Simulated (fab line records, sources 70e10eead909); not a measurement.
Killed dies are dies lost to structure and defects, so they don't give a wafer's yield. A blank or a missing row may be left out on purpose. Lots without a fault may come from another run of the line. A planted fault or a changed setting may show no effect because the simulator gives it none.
fab line records | flow nand_harc
record lots=6 wafers=16 last_day=23
route steps=1159 shown P_GATE@127 END@1159
lots that met no fault: from a run of the same line without faults
start_h: hours from the record's first day to the start of the lot's first wafer shown | wait_h: hours since the lot's step before | " the same as in the row above | L1.1+2: a row that stands for several wafers | - no value, or no start given | * or withheld: withheld | < > ~ a bound
route shown NAME@n: a module of which the file shows steps, and the number in the route of the first | usual: mean/standard deviation of fault-free wafers | same: alike in all rows | chamber/n: place in a boat | sites: the reading at each site | _std_site: their standard deviation | _edge_site: outer sites' mean less inner sites' | radius_mm: how far each site lies from the wafer's centre | mask NAME#n: copy n | behind: the tool/chamber that last shaped the wafer | hold: why the lot was held/for how many hours/how that ended | device: the transistor (n, p or np) that didn't switch | end of line: the same wafers' tests at the end of the route | a step without rows: its recipe alone | killed: dies lost to structure and defects at the first sort, not the wafer's yield | map: a wafer's dies, x killed, . not, _ none there
set.NAME: the setting as run; set.NAME@STEP: as run at that earlier step | model.NAME: the simulator's own value behind a step, which no gauge read
lots at some steps of the route; a table a step, a row a wafer
services: from which hour (start_h, from the record's first day; less than 0 if before it) a tool's chamber was out of use, for how many hours, and why
## steps
# step NHARC_P_GATE_PRECLEAN_71
# recipe time_s=* temp_c=50 bath_age_min=0 chemistry=SC1
# step NHARC_P_GATE_SRD_72
# step NHARC_P_GATE_OXIDE_16
# recipe target_thk_a=30 temp_c=875 ox_time_s=392 material=SiO2
# step NHARC_P_GATE_CVD_17
# recipe target_thk_a=1500 temp_c=620 time_s=900 material=poly-Si
# step NHARC_P_GATE_HM_DEP_102
# recipe target_thk_a=1200 temp_c=400 material=aC
# usual throttle_valve_pct=35.002/0.0091
# columns lot.wafer tool chamber start_h wait_h throttle_valve_pct
L452.2 acl_dep-01 0 85.06 1.0 34.997
L452.3 " 0 " " 35.006
L452.4 " 0 " " 34.982
L458.1 acl_dep-01 0 130.99 0.4 34.995
L458.3 " 0 " " 34.988
L458.4 " 0 " " 35.008
L465.3 acl_dep-01 0 169.07 0.7 35.003
L465.5 " 0 " " 35.024
L469.2 acl_dep-01 0 185.49 1.1 35.011
L469.4 " 0 " " 34.991
L469.5 " 0 " " 34.998
L468.3 acl_dep-03 0 185.84 1.4 34.996
L468.4 " 0 " " 35.011
L472.1 acl_dep-01 0 208.24 1.6 34.999
L472.4 " 0 " " 35.001
L472.5 " 0 " " 35.002
# step NHARC_P_GATE_DEP_103
# recipe target_thk_a=300 target_thk_nm=30 temp_c=400 flow_sccm=200 rf_w=350 material=SiON
# usual heater_power_w=739/73
# columns lot.wafer tool chamber start_h wait_h heater_power_w
L452.2 pecvd-02 2 85.65 0.5 792
L452.3 " 0 " " 730
L452.4 " 0 " " 734
L458.3 pecvd-02 0 131.65 0.3 661
L458.1 " 2 " " 849
L458.4 " 1 " " 784
L465.3 pecvd-02 0 169.55 0.4 809
L465.5 " 2 " " 794
L469.2 pecvd-04 2 186.08 0.5 598
L469.4 " 2 " " 608
L469.5 " 0 " " 768
L468.3 pecvd-04 0 186.35 0.4 732
L468.4 " 0 " " 735
L472.1 pecvd-04 2 208.98 0.6 612
L472.4 " 0 " " 679
L472.5 " 1 " " 817
# step NHARC_P_GATE_DEHYDRATE_18
# recipe temp_c=150 time_s=120
# step NHARC_P_GATE_HMDS_19
# recipe time_s=30
# step NHARC_P_GATE_COAT_20
# recipe spin_rpm=1500 resist_thk_nm=90
# step NHARC_P_GATE_SOFTBAKE_21
# recipe temp_c=105 time_s=55
# step NHARC_P_GATE_EBR_22
# step NHARC_P_GATE_EXPOSE_23
# recipe na=1.35 target_cd_nm=120 dose_mj=93.91 mask_id=P_GATE
# step NHARC_P_GATE_PEB_24
# recipe peb_temp_c=100 peb_time_s=65
# usual heater_power_total_W=156.6/0.43
# columns lot.wafer tool chamber start_h wait_h heater_power_total_W
L452.2 litho_track-04 0 86.22 0.1 156.8
L452.3 " 0 " " 156.2
L452.4 " 0 " " 156.7
L458.1 litho_track-06 0 132.13 0.1 156.6
L458.3 " 0 " " 156.0
L458.4 " 0 " " 157.1
L465.3 litho_track-06 0 170.12 0.1 156.3
L465.5 " 0 " " 175.2
L469.2 litho_track-01 0 186.68 0.1 156.1
L469.4 " 0 " " 156.5
L469.5 " 0 " " 157.2
L468.3 litho_track-06 0 186.90 0.0 156.6
L468.4 " 0 " " 174.1
L472.1 litho_track-01 0 209.52 0.1 156.1
L472.4 " 0 " " 156.8
L472.5 " 0 " " 156.4
# step NHARC_P_GATE_DEVELOP_25
# recipe develop_time_s=35 dev_temp_c=23
# step NHARC_P_GATE_CD_MEAS_26
# recipe target_cd_nm=120 landing_energy_ev=500
# usual cd_nm=120.2/0.45
# same landing_energy_ev=500
# columns lot.wafer tool chamber start_h wait_h cd_nm
L452.2 cd_sem-03 0 86.30 - 120.0
L452.3 " 0 " " 120.6
L452.4 " 0 " " 120.1
L458.1 cd_sem-02 0 132.20 - 120.8
L458.3 " 0 " " 120.0
L458.4 " 0 " " 120.3
L465.3 cd_sem-02 0 170.21 - 119.9
L465.5 " 0 " " 127.0
L469.2 cd_sem-02 0 186.76 - 120.3
L469.4 " 0 " " 120.5
L469.5 " 0 " " 120.8
L468.3 cd_sem-02 0 186.98 - 119.0
L468.4 " 0 " " 126.9
L472.1 cd_sem-01 0 209.60 - 120.5
L472.4 " 0 " " 120.3
L472.5 " 0 " " 120.8
# step NHARC_P_GATE_OVL_MEAS_27
# usual overlay_x_nm=0.0/0.68 overlay_y_nm=0.1/0.73
# columns lot.wafer tool chamber start_h wait_h overlay_x_nm overlay_y_nm
L452.2 overlay-01 - 86.39 - -1.6 -0.3
L452.3 " - " " -1.6 -0.5
L452.4 " - " " -1.7 -0.1
L458.1 overlay-02 - 132.29 - 0.8 0.5
L458.3 " - " " 0.5 0.8
L458.4 " - " " 0.2 0.6
L465.3 overlay-01 - 170.29 - -0.9 0.7
L465.5 " - " " -0.8 0.8
L469.2 overlay-02 - 186.84 - 0.5 0.0
L469.4 " - " " 0.2 -0.1
L469.5 " - " " 0.4 -0.2
L468.3 overlay-02 - 187.06 - -0.3 -0.2
L468.4 " - " " -0.1 -0.2
L472.1 overlay-02 - 209.69 - 0.3 -0.5
L472.4 " - " " 0.9 0.0
L472.5 " - " " 0.4 -0.7
# step NHARC_P_GATE_INSPECT_28
# usual raw_defect_count=6/3
# columns lot.wafer tool chamber start_h wait_h raw_defect_count
L452.2 defect_inspect-01 - 86.43 0.0 7
L452.3 " - " " 7
L452.4 " - " " 14
L458.1 defect_inspect-01 - 132.33 0.0 4
L458.3 " - " " 7
L458.4 " - " " 3
L465.3 defect_inspect-02 - 170.33 0.0 2
L465.5 " - " " 5
L469.2 defect_inspect-01 - 186.88 0.0 7
L469.4 " - " " 9
L469.5 " - " " 11
L468.3 defect_inspect-02 - 187.10 0.0 3
L468.4 " - " " 4
L472.1 defect_inspect-01 - 209.73 0.0 3
L472.4 " - " " 4
L472.5 " - " " 4
# step NHARC_P_GATE_DESCUM_31
# recipe time_s=3 o2_flow_sccm=200 ar_flow_sccm=0 bias_power_w=0 chemistry=O2
# usual drypump_motor_current_A=5.8/0.48 oes_product_au=1.001/0.0066 rf_vpp_V=57.9/0.88 showerhead_plenum_p_Torr=1.93/0.091 throttle_valve_pct=11.310/0.01
# columns lot.wafer tool chamber start_h wait_h drypump_motor_current_A oes_product_au rf_hours_counter_h rf_vpp_V showerhead_plenum_p_Torr throttle_valve_pct model.P_GATE.cd_nm
L452.4 rie_diel-05 3 86.50 0.1 6.3 1.008 34 58.7 1.96 11.305 120.3
L452.3 " 0 " " 6.1 0.994 37 57.6 2.06 11.312 120.3
L452.2 " 1 " " 5.9 1.010 34 59.0 2.04 11.308 119.7
L458.3 rie_diel-05 0 132.43 0.1 6.1 0.999 56 57.8 2.06 11.331 120.1
L458.1 " 2 " " 5.6 1.007 47 58.2 1.94 11.308 121.1
L458.4 " 3 " " 6.2 1.008 52 57.7 1.95 11.308 120.5
L465.3 rie_diel-06 1 170.64 0.3 5.4 1.011 15 56.6 1.79 11.305 119.7
L465.5 " 3 " " 6.6 1.004 - 59.2 2.02 11.332 127.4
L469.4 rie_diel-06 0 186.95 0.1 5.3 0.988 23 58.1 1.90 11.307 120.8
L469.2 " 2 " " 5.0 0.994 17 58.4 2.02 11.324 120.6
L469.5 " 0 " " 5.3 0.980 - 57.2 1.90 11.319 121.2
L468.3 rie_diel-05 3 187.16 0.1 6.2 1.001 3 58.1 1.95 11.312 119.5
L468.4 " 1 " " 5.9 1.011 3 58.1 2.03 11.302 127.4
L472.4 rie_diel-06 0 209.79 0.1 5.3 0.990 29 58.7 1.89 11.305 120.7
L472.1 " 3 " " 6.6 0.997 31 57.6 2.01 11.300 120.7
L472.5 " 0 " " 5.3 1.006 - 57.9 1.90 11.314 120.8
# step NHARC_P_GATE_ETCH_104
# recipe target_depth_a=600 time_s=withheld cf4_flow_sccm=100 chf3_flow_sccm=30 ar_flow_sccm=0 rf_w=500 bias_w=200 chemistry=CF4/CHF3
# step NHARC_P_GATE_HM_OPEN_105
# recipe target_depth_a=3600 o2_flow_sccm=400 cos_flow_sccm=20 ar_flow_sccm=0 rf_w=500 bias_w=300 chemistry=O2/COS
# usual drypump_motor_current_A=5.8/0.49 oes_product_au=1.001/0.0066 rf_vpp_V=468/3.2 showerhead_plenum_p_Torr=3.16/0.14 throttle_valve_pct=28.329/0.0097
# columns lot.wafer tool chamber start_h wait_h drypump_motor_current_A oes_product_au rf_hours_counter_h rf_vpp_V showerhead_plenum_p_Torr throttle_valve_pct
L452.2 rie_diel-05 1 - - 5.9 1.010 34 470 3.32 28.318
L452.4 " 2 " " 5.6 1.007 31 469 3.17 28.324
L452.3 " 3 " " 6.2 0.993 34 470 3.19 28.347
L458.4 rie_diel-05 0 - - 6.1 0.997 56 472 3.34 28.334
L458.3 " 1 " " 5.9 1.008 51 470 3.31 28.321
L458.1 " 2 " " 5.6 1.008 47 468 3.16 28.332
L465.3 rie_diel-06 2 - - 5.0 1.000 14 471 3.28 28.330
L465.5 " 3 " " 6.6 1.001 - 470 3.28 28.320
L469.2 rie_diel-06 2 - - 5.0 0.992 17 469 3.28 28.350
L469.4 " 3 " " 6.6 0.994 25 471 3.28 28.339
L469.5 " 2 " " 5.0 1.001 - 471 3.28 28.329
L468.3 rie_diel-05 3 - - 6.2 1.002 3 469 3.17 28.333
L468.4 " 1 " " 5.9 1.002 3 472 3.30 28.331
L472.4 rie_diel-06 1 - - 5.4 1.006 22 464 2.93 28.327
L472.1 " 2 " " 5.1 0.998 23 470 3.28 28.335
L472.5 " 0 " " 5.3 0.999 - 467 3.09 28.331
# step NHARC_P_GATE_STRIP_106
# recipe o2_flow_sccm=400 cos_flow_sccm=20 ar_flow_sccm=0 bias_w=0 chemistry=O2/COS
# step NHARC_P_GATE_ETCH_114
# recipe target_depth_a=300 overetch_a=30 time_s=16.5 ion_energy_ev=100 cf4_flow_sccm=80 o2_flow_sccm=20 ar_flow_sccm=0 rf_w=300 bias_w=100 chemistry=CF4/O2
# usual drypump_motor_current_A=5.8/0.49 oes_product_au=1.002/0.0065 rf_vpp_V=198.1/1.6 showerhead_plenum_p_Torr=1.35/0.062 throttle_valve_pct=13.397/0.0086
# columns lot.wafer tool chamber start_h wait_h drypump_motor_current_A oes_product_au rf_hours_counter_h rf_vpp_V showerhead_plenum_p_Torr throttle_valve_pct
L452.4 rie_diel-05 0 - - 6.1 0.989 37 201.3 1.44 13.399
L452.3 " 1 " " 5.9 1.012 34 199.9 1.42 13.397
L452.2 " 2 " " 5.6 1.006 31 197.8 1.36 13.393
L458.3 rie_diel-05 3 - - 6.2 1.006 52 199.5 1.36 13.407
L458.1 " 1 " " 5.9 0.996 51 200.0 1.42 13.396
L458.4 " 2 " " 5.6 1.006 47 198.1 1.35 13.400
L465.3 rie_diel-06 3 - - 6.6 0.994 22 198.4 1.41 13.395
L465.5 " 3 " " 6.6 0.999 - 199.3 1.41 13.380
L469.2 rie_diel-06 1 - - 5.4 1.004 18 195.4 1.25 13.400
L469.4 " 3 " " 6.6 1.014 25 201.5 1.41 13.388
L469.5 " 0 " " 5.3 1.009 - 196.7 1.32 13.396
L468.4 rie_diel-05 2 - - 5.6 1.002 3 197.8 1.35 13.396
L468.3 " 1 " " 5.9 1.002 3 199.0 1.41 13.394
L472.4 rie_diel-06 1 - - 5.4 0.996 23 194.7 1.25 13.396
L472.1 " 3 " " 6.6 0.997 31 198.3 1.40 13.396
L472.5 " 1 " " 5.4 1.001 - 196.7 1.25 13.399
# step NHARC_P_GATE_ETCH_32
# recipe target_depth_a=1500 over_etch_frac=1 over_etch_ion_energy_ev=40 time_s=100.1 hbr_flow_sccm=150 cl2_flow_sccm=50 rf_w=400 icp_w=400 bias_w=100 chemistry=HBr/Cl2
# usual drypump_motor_current_A=5.8/0.49 oes_product_au=1.003/0.0074 throttle_valve_pct=26.405/0.0091
# same over_etch_frac=1
# columns lot.wafer tool chamber start_h wait_h drypump_motor_current_A oes_product_au rf_hours_counter_h throttle_valve_pct model.P_GATE.cd_nm
L452.3 rie_si-02 2 86.98 - 5.5 1.008 0.4 26.413 119.6
L452.4 " 3 " " 5.3 1.007 0.4 26.405 120.3
L452.2 " 0 " " 5.6 0.995 0.4 26.418 119.4
L458.4 rie_si-03 0 133.24 - 5.5 0.990 1.4 26.398 124
L458.3 " 1 " " 5.4 1.008 1.3 26.396 120.2
L458.1 " 2 " " 6.3 1.011 1.3 26.399 121.2
L465.3 rie_si-04 2 171.13 - 6.6 1.005 0.5 26.403 124.3
L465.5 " 3 " " 6.0 1.002 - 26.414 127.8
L469.4 rie_si-03 2 187.44 - 6.3 1.021 0.2 26.396 123.1
L469.2 " 1 " " 5.4 1.010 0.2 26.406 122.2
L469.5 " 3 " " 6.6 1.013 - 26.401 123.8
L468.3 rie_si-04 1 187.68 - 5.3 0.989 0.7 26.402 120.2
L468.4 " 2 " " 6.5 0.988 0.7 26.393 128.8
L472.1 rie_si-04 1 210.31 - 5.3 0.999 0.9 26.412 121.9
L472.4 " 3 " " 6.0 0.992 0.8 26.384 121
L472.5 " 2 " " 6.6 0.997 - 26.413 124.6
# step NHARC_P_GATE_STRIP_108
# recipe o2_flow_sccm=500 ar_flow_sccm=0 bias_w=0 chemistry=O2
# usual drypump_motor_current_A=5.8/0.47 oes_product_au=1.000/0.0072 rf_vpp_V=57.8/0.92 showerhead_plenum_p_Torr=3.57/0.16 throttle_valve_pct=17.036/0.0099
# columns lot.wafer tool chamber start_h wait_h drypump_motor_current_A oes_product_au rf_hours_counter_h rf_vpp_V showerhead_plenum_p_Torr throttle_valve_pct
L452.2 rie_diel-06 1 87.12 - 5.4 1.001 2 56.3 3.32 17.037
L452.3 " 3 " " 6.6 1.005 1 57.8 3.72 17.037
L452.4 " 1 " " 5.4 1.002 - 57.2 3.32 17.020
L458.4 rie_diel-05 3 133.42 - 6.2 1.001 52 57.8 3.59 17.045
L458.3 " 1 " " 5.9 1.000 52 58.0 3.74 17.028
L458.1 " 2 " " 5.6 1.001 48 58.3 3.57 17.033
L465.3 rie_diel-06 2 171.41 - 5.0 1.011 14 58.9 3.71 17.031
L465.5 " 2 " " 5.1 1.004 - 58.2 3.71 17.039
L469.4 rie_diel-06 3 187.63 - 6.7 0.993 25 57.0 3.70 17.038
L469.2 " 0 " " 5.3 0.992 24 57.9 3.50 17.040
L469.5 " 1 " " 5.4 0.995 - 55.8 3.31 17.037
L468.4 rie_diel-06 3 187.84 - 6.6 1.008 25 58.2 3.70 17.051
L468.3 " 1 " " 5.4 0.998 18 57.4 3.31 17.023
L472.1 rie_diel-13 0 210.47 - 5.9 1.010 48 56.7 3.29 17.022
L472.5 " 0 " " 5.9 1.006 - 57.8 3.29 17.040
L472.4 " 1 " " 6.2 1.005 - 58.6 3.46 17.031
# step NHARC_END_SORT_01
# recipe temp_c=25
# usual killed_at_array=31/12 killed_at_other=0.6/0.85 killed_at_periphery=3.0/2.3 killed_dies=35/12 killed_open=3.2/1.9 killed_short=1.8/1.4
# same gross_dies=677
# columns lot.wafer tool chamber start_h wait_h killed_at_array killed_at_other killed_at_periphery killed_dies killed_open killed_short
L452.2 prober-01 0 438.46 2.8 22 1 2 25 4 3
L452.3 prober-01 0 439.27 3.1 19 2 5 26 6 5
L452.4 prober-01 0 440.09 3.4 26 0 2 28 0 1
# killed by level:class
L452.2 A_SLIT:chamber_film_flake=10 P_GATE:geometric_particle:open=2 A_CHANNEL_HOLE_D1:chamber_film_flake=2 A_STAIRCASE:chamber_film_flake=2 A_BLC:chamber_film_flake=2 A_CHANNEL_FILL_D1:geometric_particle:short=1 A_WL_FILL:geometric_particle:short=1 A_WL_FILL:geometric_particle:open=1
L452.3 A_SLIT:chamber_film_flake=9 A_M0:geometric_particle:open=3 P_ZERO_WELL:geometric_particle:short=1 P_GATE:geometric_particle:short=1 P_M0:geometric_particle:open=1 A_STAIRCASE:geometric_particle:short=1 A_WL_FILL:geometric_particle:open=1 A_WL_FILL:geometric_particle:short=1
L452.4 A_SLIT:chamber_film_flake=15 A_BLC:chamber_film_flake=7 A_WL_FILL:geometric_particle:short=1 P_STI:chamber_film_flake=1 P_GATE:chamber_film_flake=1 A_STAIRCASE:chamber_film_flake=1 A_WL_FILL:chamber_film_flake=1 A_CONTACT:chamber_film_flake=1
## services
# columns tool chamber start_h hours kind
rie_diel-06 - 64.20 9.0 pm
rie_diel-06 2 80.88 28.2 repair
rie_diel-05 - 83.98 0.6 repair
rie_si-03 3 92.30 16.4 repair
litho_track-01 - 93.00 7.0 pm
rie_si-04 - 99.00 9.0 pm
rie_diel-13 - 99.07 9.0 pm
pecvd-04 0 110.11 19.3 repair
acl_dep-01 - 111.89 13.0 pm
litho_track-06 - 117.00 7.0 pm
rie_diel-06 1 118.90 36.4 repair
rie_diel-06 0 131.80 9.3 repair
rie_si-02 - 133.78 0.2 repair
rie_diel-13 3 135.60 88.1 repair
litho_track-04 - 141.00 7.0 pm
pecvd-02 1 143.85 4.5 repair
pecvd-02 - 153.43 13.0 pm
rie_si-03 - 155.00 9.0 pm
pecvd-04 - 161.77 0.6 repair
rie_diel-05 - 164.39 9.0 pm
rie_si-02 3 177.40 4.0 repair
rie_diel-13 2 181.36 1.6 repair
rie_diel-13 2 191.41 6.1 repair
pecvd-04 - 195.80 13.0 pm
## key
first_sign step=NHARC_P_GATE_PEB_24 reading=heater_power_total_W direction=up sigmas=42 usual=* struck=*
effect step=NHARC_P_GATE_CD_MEAS_26 reading=cd_nm direction=up sigmas=15 usual=120.2 struck=126.9
model_effect step=NHARC_P_GATE_DESCUM_31 value=P_GATE.cd_nm without=120 struck=127.4
model_effect step=NHARC_P_GATE_ETCH_32 value=P_GATE.cd_nm without=121 struck=128.3
met_at NHARC_P_GATE_PEB_24
struck_wafers L465.5,L468.4
tester_left_out L465,L468
onset_between 132.13 170.12
fault kind=process_parameter_drift tool=litho_track-06 chamber=- onset_h=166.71 steps=NHARC_P_GATE_PEB_24 channel=peb_time_s offset=* shape=step end_h=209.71 scope=struck_wafers_only acts_in=* stated=*
# tester_left_out: of these lots the tester's yield and bins aren't shown, on N5 and GAA mostly nor the transistor test; their killed dies are dies lost to structure and defects alone, not to doping, threshold or leakage, so they don't give the yield
